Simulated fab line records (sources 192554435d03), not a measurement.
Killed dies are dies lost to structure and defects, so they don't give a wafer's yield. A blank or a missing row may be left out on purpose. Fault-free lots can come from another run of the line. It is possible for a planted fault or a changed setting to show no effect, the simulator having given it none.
fab line records    flow n5_finfet
record lots=6  wafers=17  last_day=18
route steps=1938 shown BEOL_M12@1653 BEOL_M13@1659 PASSIVATION@1936
lots untouched by any fault: they come from a run of this same line in which no faults occurred
start_h: start of the lot's first displayed wafer, in hours after the record's first day    wait_h: how many hours have passed since the lot's step before this one    " same as the row above    L1.1+2: a single row standing in for several wafers    - either no value or no given start    * or withheld: withheld    < > ~ a bound
route shown NAME@n: NAME is a module with steps in the file, n the number in the route of the first one    usual: mean/standard deviation taken from wafers without a fault    same: alike in all rows    chamber/n: place in a boat    sites: each site's reading    _std_site: the standard deviation of these    _edge_site: the outer-site mean with the inner-site mean subtracted    radius_mm: for every site, how far away it sits from the centre of the wafer    mask NAME#n: copy n    behind: the most recent tool/chamber to have shaped the wafer    hold: reason for holding the lot/hours on hold/outcome of the hold    device: whichever transistor did not switch (one of n, p or np)    end of line: the route-end tests of the same wafers    step lacking rows: just its recipe    killed: count of dies lost to structure and defects at first sort (not the wafer's yield)    map: a wafer's dies, marking killed ones x, the rest . and places with no die _
set.NAME: setting as actually run; set.NAME@STEP: the setting as run at that earlier step    model.NAME: the simulator's own value behind a step, which no gauge read
a table for each step, a row for each wafer; lots at some steps of the route
services: a tool's chamber out of use, with start hour (start_h, from the record's first day; less than 0 if before it), hours out, and reason
## steps
# step N5_BEOL_M12_CMP_49
# recipe stop_on=SiOC  t_overpolish_s=20.6  down_force_psi=1  platen_rpm=50  clearing_platen_down_force_psi=1.5  clearing_platen_rpm=50  post_cmp_clean=cu_alkaline  target_thk_nm=320  clearing_platen_pad_velocity_m_s=0.99484  pad_velocity_m_s=0.99484
# usual barrier_field_endpoint_s=29.9/0.71  motor_current_A=6.1/0.69  overpolish_run_s=20.599/0.0075  pad_life_wafers=651/400
lot.wafer  tool    chamber  start_h  wait_h  barrier_field_endpoint_s  motor_current_A  overpolish_run_s  pad_life_wafers
L248.2     cmp-01  2        276.58   0.2     30.4                      5.7              20.586            1998
L248.1     "       3        "        "       29.8                      5.3              20.610            1999
L248.6     "       3        "        "       29.7                      5.4              20.587            -
L259.1     cmp-03  3        327.37   0.3     29.5                      5.2              20.594            368
L259.4     "       0        "        "       30.2                      7.1              20.603            369
L259.6     "       2        "        "       30.5                      6.0              20.605            -
L261.2     cmp-03  3        351.40   0.3     29.9                      5.5              20.597            571
L261.1     "       0        "        "       29.3                      7.0              20.594            572
L261.6     "       3        "        "       30.3                      5.4              20.588            -
L268.3     cmp-03  3        371.89   0.2     29.3                      5.7              20.609            774
L268.6     "       0        "        "       30.0                      7.1              20.603            -
L267.4     cmp-01  0        375.32   0.2     30.2                      6.5              20.588            896
L267.3     "       1        "        "       29.7                      6.3              20.607            897
L267.5     "       3        "        "       29.6                      5.6              20.587            -
L269.1     cmp-03  2        389.63   0.3     29.1                      6.4              20.606            930
L269.3     "       3        "        "       29.9                      5.4              20.600            931
L269.2     "       1        "        "       29.0                      7.3              20.605            933
# step N5_BEOL_M12_THK_MEAS_50
# recipe thk_meas_gauge=xrf  reads=Cu_of_BEOL_M12_ECD_47
# usual M12_THK=316/4
lot.wafer  tool           chamber  start_h  wait_h  M12_THK[nm]
L248.1     film_metro-01  -        276.87   -       320
L248.2     "              -        "        "       319
L248.6     "              -        "        "       316
L259.1     film_metro-02  -        327.59   -       314
L259.4     "              -        "        "       316
L259.6     "              -        "        "       314
L261.1     film_metro-02  -        351.65   -       315
L261.2     "              -        "        "       315
L261.6     "              -        "        "       320
L268.3     film_metro-01  -        372.19   -       315
L268.6     "              -        "        "       314
L267.3     film_metro-02  -        375.54   -       318
L267.4     "              -        "        "       315
L267.5     "              -        "        "       317
L269.1     film_metro-02  -        389.93   -       313
L269.2     "              -        "        "       315
L269.3     "              -        "        "       310
# step N5_BEOL_M12_PRE_CLEAN_52
# recipe gas=NH3  time_s=15  temp_c=withheld  rf_power_w=300
# step N5_BEOL_M12_DEP_53
# recipe material=SiCN  target_thk_a=300  temp_c=withheld  precursor=3MS/NH3  pressure_torr=3  rf_w=675  time_s=10.5
# usual showerhead_plenum_p_Torr=4.151/0.028  throttle_valve_pct=17.9/0.64
lot.wafer  tool      chamber  start_h  wait_h  showerhead_plenum_p_Torr  throttle_valve_pct
L248.1     pecvd-01  0        276.93   0.0     4.121                     17.9
L248.2     "         2        "        "       4.133                     17.1
L248.6     "         0        "        "       4.118                     18.1
L259.1     pecvd-03  2        327.65   0.0     4.182                     17.1
L259.4     "         0        "        "       4.140                     17.6
L259.6     "         2        "        "       4.182                     17.4
L261.1     pecvd-04  0        351.71   0.0     4.187                     18.4
L261.2     "         2        "        "       4.168                     17.7
L261.6     "         1        "        "       4.115                     17.2
L268.3     pecvd-01  2        372.25   0.0     4.130                     17.2
L268.6     "         1        "        "       4.148                     18.8
L267.3     pecvd-01  2        375.60   0.0     4.131                     17.2
L267.4     "         1        "        "       4.154                     18.8
L267.5     "         2        "        "       4.134                     17.2
L269.1     pecvd-01  2        389.99   0.0     4.127                     17.5
L269.2     "         1        "        "       4.145                     19.0
L269.3     "         0        "        "       4.108                     18.3
# step N5_BEOL_M12_RS_MEAS_54
# recipe thk_meas_gauge=four-point-probe  reads=Cu_of_BEOL_M12_ECD_47+Ta_of_BEOL_M12_SPUTTER_44+TaN_of_BEOL_M12_SPUTTER_43
# usual M12_RS=0.0601/0.00069
lot.wafer  tool           chamber  start_h  wait_h  M12_RS[ohm/sq]
L248.1     film_metro-01  -        277.00   0.0     0.0593
L248.2     "              -        "        "       0.0592
L248.6     "              -        "        "       0.0598
L259.1     film_metro-02  -        327.71   0.0     0.0606
L259.4     "              -        "        "       0.0599
L259.6     "              -        "        "       0.0602
L261.1     film_metro-02  -        351.78   0.0     0.0611
L261.2     "              -        "        "       0.0603
L261.6     "              -        "        "       0.0599
L268.3     film_metro-01  -        372.31   0.0     0.0597
L268.6     "              -        "        "       0.0596
L267.3     film_metro-01  -        375.67   0.0     0.0599
L267.4     "              -        "        "       0.0603
L267.5     "              -        "        "       0.0600
L269.1     film_metro-01  -        390.05   0.0     0.0612
L269.2     "              -        "        "       0.0605
L269.3     "              -        "        "       0.0616
# step N5_BEOL_M12_INSPECT_55
# recipe inspect_instrument=darkfield  mode=post_dep
# usual raw_defect_count=70/25
lot.wafer  tool               chamber  start_h  wait_h  raw_defect_count
L248.1     defect_inspect-02  -        277.02   0.0     65
L248.2     "                  -        "        "       102
L248.6     "                  -        "        "       63
L259.1     defect_inspect-01  -        327.74   0.0     87
L259.4     "                  -        "        "       57
L259.6     "                  -        "        "       47
L261.1     defect_inspect-01  -        351.80   0.0     62
L261.2     "                  -        "        "       52
L261.6     "                  -        "        "       49
L268.3     defect_inspect-02  -        372.34   0.0     85
L268.6     "                  -        "        "       78
L267.3     defect_inspect-01  -        375.69   0.0     77
L267.4     "                  -        "        "       46
L267.5     "                  -        "        "       42
L269.1     defect_inspect-02  -        390.08   0.0     67
L269.2     "                  -        "        "       36
L269.3     "                  -        "        "       45
# step N5_BEOL_M13_ILD_DEP_00
# recipe material=SiOC  target_thk_a=8379.2  temp_c=350  precursor=DEMS/O2  pressure_torr=5  rf_w=500  time_s=166.4
# usual heater_power_w=432/51  showerhead_plenum_p_Torr=5.688/0.016  susceptor_temp_C=350.00/0.2  throttle_valve_pct=11.9/0.44
lot.wafer  tool      chamber  start_h  wait_h  heater_power_w  showerhead_plenum_p_Torr  susceptor_temp_C  throttle_valve_pct
L248.1     pecvd-03  1        277.06   0.0     506             5.686                     350.15            12.5
L248.2     "         2        "        "       402             5.700                     349.64            11.3
L248.6     "         0        "        "       383             5.685                     349.90            11.6
L259.1     pecvd-03  1        327.78   0.0     542             5.694                     350.24            12.6
L259.4     "         1        "        "       430             5.702                     349.89            12.6
L259.6     "         0        "        "       454             5.685                     349.79            11.6
L261.1     pecvd-03  0        351.84   0.0     480             5.675                     350.09            11.4
L261.2     "         2        "        "       417             5.705                     350.13            11.6
L261.6     "         1        "        "       515             5.695                     349.99            12.8
L268.3     pecvd-02  0        372.38   0.0     409             5.693                     349.97            11.8
L268.6     "         0        "        "       434             5.687                     349.85            11.8
L267.3     pecvd-02  1        375.73   0.0     506             5.697                     349.95            12.5
L267.4     "         0        "        "       361             5.711                     349.65            11.7
L267.5     "         1        "        "       543             5.693                     349.84            12.1
L269.1     pecvd-03  0        390.12   0.0     470             5.678                     350.26            11.5
L269.2     "         2        "        "       368             5.703                     350.44            11.4
L269.3     "         0        "        "       362             5.683                     349.98            11.6
# step N5_BEOL_M13_THK_MEAS_01
# recipe reads=SiOC_of_BEOL_M13_ILD_DEP_00
# usual M13_ILD_THK=839/12
lot.wafer  tool           chamber  start_h  wait_h  M13_ILD_THK[nm]
L248.1     film_metro-02  -        277.22   0.1     828
L248.2     "              -        "        "       823
L248.6     "              -        "        "       845
L259.1     film_metro-02  -        327.93   0.1     843
L259.4     "              -        "        "       850
L259.6     "              -        "        "       853
L261.1     film_metro-02  -        351.99   0.1     834
L261.2     "              -        "        "       838
L261.6     "              -        "        "       851
L268.3     film_metro-01  -        372.53   0.1     844
L268.6     "              -        "        "       853
L267.3     film_metro-02  -        375.88   0.1     849
L267.4     "              -        "        "       860
L267.5     "              -        "        "       870
L269.1     film_metro-01  -        390.33   0.2     844
L269.2     "              -        "        "       840
L269.3     "              -        "        "       850
# step N5_BEOL_M13_COAT_58
# recipe resist=BARC  temp_c=205  time_s=60  spin_rpm=1500  resist_thk_nm=89
# step N5_BEOL_M13_COAT_04
# recipe spin_rpm=1625  resist_thk_nm=400
# step N5_BEOL_M13_EBR_06
# recipe solvent=PGMEA  ebr_width_mm=1.5
# step N5_BEOL_M13_SOFTBAKE_05
# recipe temp_c=130  time_s=60
# step N5_BEOL_M13_EXPOSE_07
# recipe mask_id=V12  na=0.93  source_shape=conventional  sigma_outer=0.6  polarization=unpolarized  attpsm_phase_deg=180  dose_mj=24.8
# usual exposure_dose_mJ_cm2=24.793/0.026
# same sigma_outer=0.6
lot.wafer  tool            chamber  start_h  wait_h  mask   exposure_dose_mJ_cm2
L248.1     krf_scanner-01  0        277.48   -       V12#0  24.820
L248.2     "               0        "        "       V12#0  24.789
L248.6     "               0        "        "       V12#0  24.799
L259.1     krf_scanner-01  0        328.06   -       V12#0  25.135
L259.4     "               0        "        "       V12#0  25.130
L259.6     "               0        "        "       V12#0  25.145
L261.1     krf_scanner-01  0        352.25   -       V12#0  25.026
L261.2     "               0        "        "       V12#0  25.011
L261.6     "               0        "        "       V12#0  25.051
L268.3     krf_scanner-02  0        372.67   -       V12#0  24.770
L268.6     "               0        "        "       V12#0  24.806
L267.3     krf_scanner-02  0        376.02   -       V12#0  24.800
L267.4     "               0        "        "       V12#0  24.777
L267.5     "               0        "        "       V12#0  24.809
L269.1     krf_scanner-02  0        390.46   -       V12#0  24.821
L269.2     "               0        "        "       V12#0  24.776
L269.3     "               0        "        "       V12#0  24.780
# step N5_BEOL_M13_PEB_08
# recipe peb_temp_c=130  peb_time_s=90
# step N5_PASSIVATION_PROBE_49
# usual defect_limited_yield=91.2/1.6  killed_at_M0_to_M3=35/11  killed_at_M4_up=14/5.4  killed_at_contacts=13/6  killed_at_front_end=38/11  killed_at_other=3.4/2.6  killed_dies=104/19  killed_open=68/13  killed_short=34/8.5  sort_bin_5_function=5.1/1  sort_bin_6_memory=3.3/0.72  sort_n_pass=1075/22  sort_yield_pct=91.1/1.9
# same gross_dies=1180  killed_at_back_side=0  sort_bin_4_leakage[%]=0  sort_bin_8_speed[%]=0
lot.wafer  tool       chamber  start_h  wait_h  defect_limited_yield[%]  killed_at_M0_to_M3  killed_at_M4_up  killed_at_contacts  killed_at_front_end  killed_at_other  killed_dies  killed_open  killed_short  sort_bin_5_function[%]  sort_bin_6_memory[%]  sort_n_pass  sort_yield_pct[%]
L261.1     prober-01  -        395.56   0.0     93.6                     26                  5                15                  25                   4                75           56           19            4.3                     2.0                   1105         93.6
L261.2     prober-01  -        395.61   0.1     92.9                     20                  11               8                   40                   5                84           44           39            3.9                     3.0                   1096         92.9
L261.6     prober-01  -        395.81   0.3     92.2                     36                  9                13                  25                   9                92           57           33            4.2                     3.1                   1088         92.2
L268.3     prober-01  -        409.07   0.1     89.3                     45                  10               29                  40                   2                126          82           43            6.7                     3.8                   1054         89.3
L268.6     prober-01  -        409.22   0.3     89.0                     57                  20               19                  33                   1                130          90           40            6.1                     4.6                   1050         89.0
# killed by level:class
L261.1 MOL_CONTACT_COAG:geometric_particle:open=13 BEOL_M2:geometric_particle:open=7 DUMMY_GATE:geometric_particle:open=5 FIN_SAQP:geometric_particle:open=4 STI_FIN_REVEAL:geometric_particle:open=4 BEOL_M1:geometric_particle:open=4 BEOL_M0:geometric_particle:open=4 BEOL_M0_SAQP:geometric_particle:open=3
L261.2 BEOL_M0_SAQP:geometric_particle:open=8 FIN_SAQP:geometric_particle:open=7 BEOL_M0_SAQP:geometric_particle:short=7 ILD0:geometric_particle:short=6 GATE_CUT:geometric_particle:short=4 MOL_CONTACT_COAG:geometric_particle:open=4 MOL_CONTACT_COAG:geometric_particle:short=4 BEOL_M7:geometric_particle:open=4
L261.6 MOL_CONTACT_COAG:geometric_particle:open=10 BEOL_M3:geometric_particle:open=9 BEOL_M1:geometric_particle:open=8 BEOL_M2:geometric_particle:short=6 BEOL_M2:geometric_particle:open=6 FIN_SAQP:geometric_particle:short=4 GATE_CUT:geometric_particle:short=4 FIN_SAQP:geometric_particle:open=3
L268.3 MOL_CONTACT_COAG:geometric_particle:open=19 FIN_SAQP:geometric_particle:open=14 BEOL_M0_SAQP:geometric_particle:open=12 MOL_CONTACT_COAG:geometric_particle:short=10 BEOL_M2:geometric_particle:open=8 BEOL_M3:geometric_particle:short=8 BEOL_M3:geometric_particle:open=8 FIN_SAQP:geometric_particle:short=7
L268.6 MOL_CONTACT_COAG:geometric_particle:open=16 BEOL_M3:geometric_particle:open=16 BEOL_M4:geometric_particle:open=14 BEOL_M0_SAQP:geometric_particle:short=12 FIN_SAQP:geometric_particle:open=9 BEOL_M2:geometric_particle:open=8 BEOL_M0_SAQP:geometric_particle:open=8 FIN_SAQP:geometric_particle:short=7
## services
tool            chamber  start_h  hours  kind
cmp-03          -        253.04   -      consumable_replace:conditioner
krf_scanner-01  -        253.85   4.0    pm
cmp-01          -        260.03   0.9    repair
cmp-01          -        267.74   4.1    pm
cmp-03          -        267.84   23.6   repair
krf_scanner-02  -        270.27   4.4    pm
cmp-01          -        277.06   4.0    pm
krf_scanner-02  -        292.30   4.4    pm
pecvd-02        1        295.80   5.9    repair
krf_scanner-02  -        298.53   0.8    pm
pecvd-03        2        302.47   2.1    scheduled_down
pecvd-03        0        306.33   5.5    scheduled_down
krf_scanner-01  -        313.61   0.8    pm
pecvd-03        -        352.80   0.8    pm
pecvd-04        -        357.00   0.6    repair
cmp-01          -        358.42   3.8    repair
krf_scanner-02  -        363.18   1.0    pm
krf_scanner-01  -        366.50   1.3    pm
krf_scanner-02  -        382.70   1.2    repair
pecvd-03        1        383.62   -      clean
pecvd-03        1        383.62   -      consumable_replace:showerhead
pecvd-03        1        383.62   29.0   scheduled_down
pecvd-03        1        383.62   29.0   vent_cycle
krf_scanner-02  -        383.93   1.3    pm
## key
first_sign step=N5_BEOL_M13_EXPOSE_07  reading=exposure_dose_mJ_cm2  direction=up  sigmas=11  usual=24.793  struck=25.083
effect none on later readings
met_at N5_BEOL_M13_EXPOSE_07
struck_wafers L259.1,L259.4,L259.6,L261.1,L261.2,L261.6
loop_trim step=N5_BEOL_M13_EXPOSE_07  setting=dose  lots=L261
onset_between 277.48 328.06
fault kind=process_parameter_drift  tool=krf_scanner-01  chamber=-  onset_h=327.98  steps=N5_BEOL_M13_EXPOSE_07  channel=dose_mj  offset=0.34156  shape=step  acts_in=these_recipes_only  stated=24.8
# loop_trim: a control loop set the setting to another value than it would have without faults
